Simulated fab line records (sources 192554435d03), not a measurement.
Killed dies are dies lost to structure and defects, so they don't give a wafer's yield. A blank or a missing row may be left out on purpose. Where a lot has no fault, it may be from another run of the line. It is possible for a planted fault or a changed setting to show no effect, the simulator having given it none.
Problem report, 8D (eight disciplines) form, completed by code | flow n5 finfet | the parts of the form that need people (team, actions taken, sign-off) are left out

== 1. THE ISSUE ==
Mean M5_ILD_THK at N5_BEOL_M5_THK_MEAS_01: 100.8 nm over 6 wafers in 2 lots; fault-free wafers: 120.9 nm, standard deviation 1.7. That is -12 standard deviations from the usual mean.
Earliest sighting: wafer L268.3 on film metro-01 at day 10 00:23. The record has a number at this step for 30 wafers belonging to 10 lots. Rule for "out" (also "out of limits"): further than 4 standard deviations from the usual mean. The other wafers with a number count as sound.

== 2. WHAT IT IS, WHAT IT ISN'T ==
question                    | is                           | is not
which readings at this step | M5_ILD_THK                   | -
which lots                  | L268, L273                   | L259, L260, L264, L265, L267, L276, L277, L280
which wafers of those lots  | all that have a number       | -
read on which gauges        | film metro-01, film metro-02 | -
when                        | from day 10 00:23            | up to then (15 sound wafers); but 9 sound wafers of L276, L277, L280 came after

== 3. SUSPECTS, AND WHAT RULES EACH OUT ==
Counting: a tool at any process step up to the reading remains a suspect when it ran all the lots that are out and ran no sound lot after the first of those.
- the gauge at N5_BEOL_M5_THK_MEAS_01 is ruled out. 2 gauges (film metro-01, film metro-02) read the wafers that are out.
- pvd sputter-01 at N5_BEOL_M4_ANNEAL_80 (time 240 s): ruled out as a lasting fault. Sound lots L280 ran on it after its first lot that is out, L268 (day 9 20:15).
- pvd sputter-01 at N5_BEOL_M4_ANNEAL_95 (time 240 s): ruled out as a lasting fault. Sound lots L280 ran on it after its first lot that is out, L268 (day 9 21:34).
- pecvd-02 at N5_BEOL_M5_ILD_DEP_00 (deposits SiCOH lowk from DEMS/porogen, target thk 140.64 nm, time 25.9 s): kept. Every lot that is out went through it, starting with L268 (day 9 23:49), and after that it ran no sound lot; the last sound lot it ran before then is L265 (day 9 14:43).
Left after counting: pecvd-02 at N5_BEOL_M5_ILD_DEP_00.

== 4. THE CAUSE (what the simulator had put in) ==
Site profile drift: pecvd-02, from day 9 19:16 on, at N5_BEOL_M5_ILD_DEP_00. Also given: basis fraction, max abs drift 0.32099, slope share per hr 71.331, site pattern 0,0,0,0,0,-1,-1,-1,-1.
After counting, this tool was the only one left.

== 5. THE CHAIN OF EFFECTS, in route order ==
Each row: a reading whose mean over the struck wafers that have a number lies more than 3 standard deviations from the usual. Only readings whose record carries a usual standard deviation are examined. hours: median over the lots of the time between each lot's start at the first step of this table that gives one and its start at this step. sigmas: the change, counted in usual standard deviations.
hours | step                    | reading              | usual    | on struck wafers | change | sigmas
0     | N5_BEOL_M5_THK_MEAS_01  | M5_ILD_THK           | 120.9 nm | 100.8            | -20.1  | -12
100   | N5_PASSIVATION_PROBE_49 | defect limited yield | 91.1 %   | 72.5             | -18.5  | -14
100   | N5_PASSIVATION_PROBE_49 | killed_at_M4_up      | 14       | 240              | +226   | +51
100   | N5_PASSIVATION_PROBE_49 | killed dies          | 105      | 324              | +219   | +15
100   | N5_PASSIVATION_PROBE_49 | killed on rim        | 14       | 114              | +100   | +29
100   | N5_PASSIVATION_PROBE_49 | sort n pass          | 1075     | 856              | -219   | -15
100   | N5_PASSIVATION_PROBE_49 | sort yield pct       | 91.1 %   | 72.5             | -18.5  | -14
Here are the process steps it includes:
- N5_PASSIVATION_PROBE_49

== 6. HOW IT WOULD HAVE BEEN CAUGHT EARLIER ==
Counted from the fault's start at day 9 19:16, it took 5 hours until the first out-of-limits reading at a measuring or inspecting step in this record, taken at day 10 00:23.
Tool readings at N5_BEOL_M5_ILD_DEP_00 with a usual standard deviation given in the record: none out on any struck wafer, hence no alarm at a limit of 4 standard deviations on them.
L273, from the lots that are out (2), started N5_BEOL_M5_ILD_DEP_00 on pecvd-02 later than day 10 00:23. Putting the tool on hold at that point would have spared it.
